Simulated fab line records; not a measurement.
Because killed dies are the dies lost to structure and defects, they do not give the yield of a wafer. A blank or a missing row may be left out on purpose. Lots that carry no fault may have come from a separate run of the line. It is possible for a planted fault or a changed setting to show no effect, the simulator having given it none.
The tool behind it: which one?    flow n5_finfet    72 wafers from 24 lots sampled at 3 of the route's 1938 steps

WHAT EACH GAUGE READ, for each wafer
N5_BEOL_M1_CD_MEAS_11: the cd target is 17.05 nm. Usual: cd_nm at 17.05 nm, with a standard deviation of 0.24.
lot   measured      on         cd_nm (nm)         flag
L074  day 6 00:02   cd_sem-03  17.12 16.99 17.24  
L075  day 6 07:34   cd_sem-02  16.69 16.96 16.99  
L076  day 6 11:50   cd_sem-02  16.97 16.78 16.92  
L077  day 6 20:58   cd_sem-03  16.75 17.12 16.99  
L078  day 7 07:44   cd_sem-01  17.20 17.33 16.94  
L079  day 7 10:12   cd_sem-01  17.32 17.22 16.96  
L080  day 7 15:42   cd_sem-03  17.58 17.13 16.91  
L081  day 7 23:10   cd_sem-03  16.84 17.36 17.34  
L082  day 8 07:28   cd_sem-03  17.25 17.25 17.07  
L083  day 8 11:26   cd_sem-01  16.69 17.29 16.96  
L084  day 8 20:33   cd_sem-03  17.20 17.13 17.08  
L085  day 8 23:04   cd_sem-01  16.79 16.98 17.03  
L086  day 9 08:37   cd_sem-03  16.92 16.98 16.98  
L087  day 9 10:35   cd_sem-02  17.21 17.12 16.88  
L088  day 9 22:18   cd_sem-03  17.10 17.04 16.60  
L089  day 9 20:06   cd_sem-01  17.07 16.67 17.36  
L090  day 10 04:20  cd_sem-03  17.03 17.37 17.11  
L091  day 10 12:12  cd_sem-03  17.10 17.40 16.87  
L092  day 10 20:58  cd_sem-03  16.80 16.75 16.99  
L093  day 10 21:38  cd_sem-01  17.31 17.18 17.02  
L094  day 11 00:01  cd_sem-02  16.86 17.04 17.06  
L095  day 11 03:25  cd_sem-03  17.27 17.28 17.16  
L096  day 11 21:13  cd_sem-03  16.64 17.04 17.44  
L097  day 12 05:57  cd_sem-02  16.70 16.82 16.88  

WHICH TOOL RAN EACH LOT (tool, then ch and the chambers of the sampled wafers, then the start)
lot   N5_BEOL_M0_DEGAS_112          N5_BEOL_M0_ANNEAL_135
L074  pvd_sputter-01, day 5 19:01   pvd_sputter-01, day 5 20:09
L075  pvd_sputter-03, day 6 03:20   pvd_sputter-02, day 6 04:34
L076  pvd_sputter-01, day 6 07:41   pvd_sputter-01, day 6 10:08
L077  pvd_sputter-03, day 6 15:31   pvd_sputter-01, day 6 16:52
L078  pvd_sputter-03, day 6 23:52   pvd_sputter-02, day 7 00:41
L079  pvd_sputter-03, day 7 04:59   pvd_sputter-01, day 7 07:01
L080  pvd_sputter-01, day 7 09:04   pvd_sputter-01, day 7 09:53
L081  pvd_sputter-01, day 7 16:47   pvd_sputter-01, day 7 17:50
L082  pvd_sputter-02, day 8 01:52   pvd_sputter-02, day 8 02:50
L083  pvd_sputter-01, day 8 04:19   pvd_sputter-01, day 8 05:08
L084  pvd_sputter-01, day 8 11:38   pvd_sputter-02, day 8 12:29
L085  pvd_sputter-01, day 8 16:48   pvd_sputter-02, day 8 17:37
L086  pvd_sputter-03, day 9 01:58   pvd_sputter-02, day 9 03:34
L087  pvd_sputter-01, day 9 03:50   pvd_sputter-03, day 9 04:58
L088  pvd_sputter-02, day 9 15:01   pvd_sputter-02, day 9 16:32
L089  pvd_sputter-01, day 9 15:01   pvd_sputter-02, day 9 16:05
L090  pvd_sputter-03, day 9 22:02   pvd_sputter-01, day 9 22:51
L091  pvd_sputter-03, day 10 03:56  pvd_sputter-03, day 10 04:44
L092  pvd_sputter-01, day 10 14:38  pvd_sputter-02, day 10 15:50
L093  pvd_sputter-01, day 10 14:43  pvd_sputter-03, day 10 16:32
L094  pvd_sputter-03, day 10 18:34  pvd_sputter-03, day 10 19:51
L095  pvd_sputter-03, day 11 00:22  pvd_sputter-02, day 11 01:16
L096  pvd_sputter-01, day 11 15:58  pvd_sputter-03, day 11 17:20
L097  pvd_sputter-02, day 12 02:25  pvd_sputter-01, day 12 03:15
- N5_BEOL_M0_DEGAS_112: time 60 s.
- N5_BEOL_M0_ANNEAL_135: time 60 s.

AS READ BY THE TOOLS THEMSELVES (means over the sampled wafers that have a number; for cases with no such wafer, the mark the record gives instead)
N5_BEOL_M0_DEGAS_112. Usual: heater_power_w at 340 W, with a standard deviation of 26.
lot   tool            heater_power_w (W)  flag
L074  pvd_sputter-01  352                 
L075  pvd_sputter-03  329                 
L076  pvd_sputter-01  340                 
L077  pvd_sputter-03  314                 
L078  pvd_sputter-03  329                 
L079  pvd_sputter-03  317                 
L080  pvd_sputter-01  353                 
L081  pvd_sputter-01  348                 
L082  pvd_sputter-02  391                 
L083  pvd_sputter-01  351                 
L084  pvd_sputter-01  346                 
L085  pvd_sputter-01  355                 
L086  pvd_sputter-03  315                 
L087  pvd_sputter-01  345                 
L088  pvd_sputter-02  344                 
L089  pvd_sputter-01  349                 
L090  pvd_sputter-03  332                 
L091  pvd_sputter-03  319                 
L092  pvd_sputter-01  343                 
L093  pvd_sputter-01  345                 
L094  pvd_sputter-03  318                 
L095  pvd_sputter-03  329                 
L096  pvd_sputter-01  329                 
L097  pvd_sputter-02  372                 

N5_BEOL_M0_ANNEAL_135. Usual: heater_power_w 868 W, standard deviation 80; susceptor_temp_C_max 400.8, standard deviation 0.31.
lot   tool            heater_power_w (W)  susceptor_temp_C_max  flag
L074  pvd_sputter-01  895                 400.7                 
L075  pvd_sputter-02  987                 400.8                 
L076  pvd_sputter-01  876                 400.8                 
L077  pvd_sputter-01  877                 400.7                 
L078  pvd_sputter-02  953                 401.0                 
L079  pvd_sputter-01  905                 401.0                 
L080  pvd_sputter-01  855                 400.5                 
L081  pvd_sputter-01  865                 400.8                 
L082  pvd_sputter-02  909                 400.7                 
L083  pvd_sputter-01  902                 400.7                 
L084  pvd_sputter-02  938                 400.9                 
L085  pvd_sputter-02  899                 401.0                 
L086  pvd_sputter-02  832                 401.0                 
L087  pvd_sputter-03  758                 401.2                 
L088  pvd_sputter-02  907                 401.0                 
L089  pvd_sputter-02  902                 400.9                 
L090  pvd_sputter-01  880                 400.5                 
L091  pvd_sputter-03  780                 400.8                 
L092  pvd_sputter-02  855                 401.0                 
L093  pvd_sputter-03  770                 400.9                 
L094  pvd_sputter-03  789                 401.0                 
L095  pvd_sputter-02  846                 400.8                 
L096  pvd_sputter-03  748                 401.0                 
L097  pvd_sputter-01  853                 400.7                 

THE ANSWER, worked out from the rows above alone
Rule: a lot is off if the mean of its wafers that have a number lies more than 3 standard deviations from the usual mean. A lot without any number at a reading at which 4 lots or more have one is off too. Any other lot the step has rows for is counted as sound. Order of review: gauges by route order, followed by the tools' own readings, for which a lot's mean as printed above is used. The first step at which some lot is off is used, and at that step the reading that is off furthest; a lot without a number counts as furthest.
No lot is off on any of the readings shown, so nothing can be concluded from this.

WHAT THE SIMULATOR HAD PUT IN
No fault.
